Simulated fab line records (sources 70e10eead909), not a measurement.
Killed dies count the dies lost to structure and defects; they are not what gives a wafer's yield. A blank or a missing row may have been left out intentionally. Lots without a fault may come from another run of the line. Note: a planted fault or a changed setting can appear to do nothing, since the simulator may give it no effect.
Matching of chambers | flow nand-harc | rie-diel-07 running NHARC_A_BLC_STRIP_29: 4 sister chambers
The step strips in CF4. 4 wafers are shown with their chamber, then 9 later ones without.

== WAFERS WITH THEIR CHAMBER ==
wafer  | chamber | throttle-valve-pct (%)
L088.1 | 1       | 13.285
L087.3 | 0       | 13.271
L086.3 | 2       | 13.280
L086.5 | 3       | 13.293

== WAFERS WITHOUT THEIR CHAMBER ==
wafer  | throttle-valve-pct (%)
L094.1 | 13.272
L094.4 | 13.292
L094.6 | 13.276
L093.1 | 13.281
L093.5 | 13.301
L093.6 | 13.303
L095.2 | 13.304
L095.3 | 13.290
L095.6 | 13.286

== WHICH CHAMBER EACH ONE RAN IN ==
wafer  | from the rows above               | in truth
L094.1 | can't be placed: 0 or 2           | 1
L094.4 | can't be placed: 3 or 1 or 2      | 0
L094.6 | can't be placed: 2 or 0 or 1      | 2
L093.1 | can't be placed: 2 or 1 or 0 or 3 | 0
L093.5 | can't be placed: 3 or 1           | 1
L093.6 | can't be placed: 3 or 1           | 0
L095.2 | can't be placed: 3 or 1           | 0
L095.3 | can't be placed: 3 or 1 or 2      | 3
L095.6 | can't be placed: 1 or 2 or 3      | 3
Correct placement for 0 of the 9. Not placeable from these rows: 9 (in 5, the candidates include the true chamber). Placed wrongly: 0.
How it was worked out, from the rows above alone: a wafer's distance from a chamber is the root of the sum, over the readings, of the square of ((its reading less the chamber's mean) divided by the reading's scatter). The wafer belongs to the nearest chamber; if the next one is less than 2 further off, it can't be placed. The mean given for a chamber averages the wafers shown for that chamber. The scatter: root of mean squared gap, hidden wafer to nearest shown wafer, with one shown wafer a chamber.
